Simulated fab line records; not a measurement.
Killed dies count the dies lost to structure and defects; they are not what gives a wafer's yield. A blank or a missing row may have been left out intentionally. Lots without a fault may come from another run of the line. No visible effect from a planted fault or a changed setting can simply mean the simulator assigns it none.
Split-lot experiment | flow n5 finfet | 21 wafers read across 7 lots, on a route 1938 steps long

THE SPLIT ITSELF
At N5_SDB_COAT_05 (resist thk 90 nm), the setting spin rpm was moved away from the recipe's 1500 rpm on 7 of the 21 wafers read, by -6.7% to +6.5%. This setting was run at the recipe's value on the other wafers.

FROM THE SPLIT TO THE READING: what the file shows between them, 5 steps
- N5_SDB_EBR_07
- N5_SDB_SOFTBAKE_06: time 60 s
- N5_SDB_EXPOSE_08: exposes mask SDB
- N5_SDB_PEB_09: peb time 60 s
- N5_SDB_DEVELOP_10: develop time 30 s

THE READING
CAR-ArF_of_SDB_COAT_05.thk nm (the simulator's own value, which no gauge read), in nm, at N5_SDB_DESCUM_16 (chemistry O2, time 7.9 s). The file gives no usual value for it. Here, 14 wafers ran the recipe; their average is 83.5 nm with a standard deviation of 0.22 nm.

wafer  | tool, chamber at the split | spin rpm as run, rpm | against the recipe | CAR-ArF_of_SDB_COAT_05.thk nm, nm | against lot-mates on the recipe
L081.3 | litho track-01, 0          | 1500                 | recipe             | 83.4                              | -
L081.4 | litho track-01, 0          | 1500                 | recipe             | 83.4                              | -
L081.5 | litho track-01, 0          | 1500                 | recipe             | 83.2                              | -
L082.1 | litho track-01, 0          | 1500                 | recipe             | 83.8                              | -
L082.2 | litho track-01, 0          | 1564                 | +4.3%              | 81.8                              | -2.0
L082.5 | litho track-01, 0          | 1564                 | +4.3%              | 81.8                              | -2.0
L087.3 | litho track-01, 0          | 1580                 | +5.3%              | 81.4                              | -2.2
L087.4 | litho track-01, 0          | 1580                 | +5.3%              | 81.2                              | -2.4
L087.5 | litho track-01, 0          | 1500                 | recipe             | 83.6                              | -
L089.2 | litho track-02, 0          | 1500                 | recipe             | 83.4                              | -
L089.6 | litho track-02, 0          | 1500                 | recipe             | 83.4                              | -
L089.4 | litho track-02, 0          | 1592                 | +6.1%              | 80.6                              | -2.8
L091.2 | litho track-02, 0          | 1500                 | recipe             | 83.8                              | -
L091.5 | litho track-02, 0          | 1598                 | +6.5%              | 80.8                              | -3.1
L091.6 | litho track-02, 0          | 1500                 | recipe             | 84                                | -
L093.1 | litho track-02, 0          | 1500                 | recipe             | 83.4                              | -
L093.3 | litho track-02, 0          | 1500                 | recipe             | 83.4                              | -
L093.5 | litho track-02, 0          | 1500                 | recipe             | 83.4                              | -
L097.1 | litho track-02, 0          | 1399                 | -6.7%              | 86.2                              | +2.9
L097.5 | litho track-02, 0          | 1500                 | recipe             | 83.4                              | -
L097.6 | litho track-02, 0          | 1500                 | recipe             | 83.2                              | -

FIT RESULTS
A straight line over all 21 wafers: CAR-ArF_of_SDB_COAT_05.thk nm changes by -0.416 nm for each +1% of spin rpm; r = -0.99; the points scatter about the line by 0.21 nm.
The same after taking each lot's own level away (the mean of its wafers on the recipe; 21 wafers): -0.448 nm for each +1%; r = -1.00; scatter 0.091 nm.
The reading moves by 3 nm for the largest change in spin rpm, on that fit.
The span of the lots' own levels, 83.30 to 83.90 nm, comes to 2.7 times the standard deviation stated above.
The two slopes agree, so the slope changes little with the lot-to-lot level.
Check: +3.07 nm against its lot-mates is what the line predicts for one of the wafers moved furthest among these (-6.7%) when that wafer is left out of the fit. It came out at +2.9 nm against them.

FURTHER SPLITS ON THESE WAFERS
Before the reading, these wafers also passed through other splits. Each is held against what the fit with the lots' levels taken away leaves over:
other split on the same wafers        | wafers away from the commonest value | r with CAR-ArF_of_SDB_COAT_05.thk nm (lot level and that fit taken away)
N5_SD_EPI_N_DEVELOP_08 develop time s | 5                                    | -0.06

THE WHOLE CHAIN: every reading that the file lists as answering this split, in the file's order
step              | what it does             | reading                                                                        | change (the file's fit)               | r (the file's)
N5_SDB_COAT_05    | resist thk 90 nm         | CAR-ArF_of_SDB_COAT_05.thk nm (the simulator's own value, which no gauge read) | -0.456 nm for each +1% of the setting | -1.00
N5_SDB_DEVELOP_10 | develop time 30 s        | CAR-ArF_of_SDB_COAT_05.thk nm (the simulator's own value, which no gauge read) | -0.438 nm for each +1% of the setting | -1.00
N5_SDB_DESCUM_16  | chemistry O2, time 7.9 s | CAR-ArF_of_SDB_COAT_05.thk nm (the simulator's own value, which no gauge read) | -0.451 nm for each +1% of the setting | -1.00

FILE'S OWN FIT
CAR-ArF_of_SDB_COAT_05.thk nm changes by -0.451 nm for each +1% of spin rpm, r = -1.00.
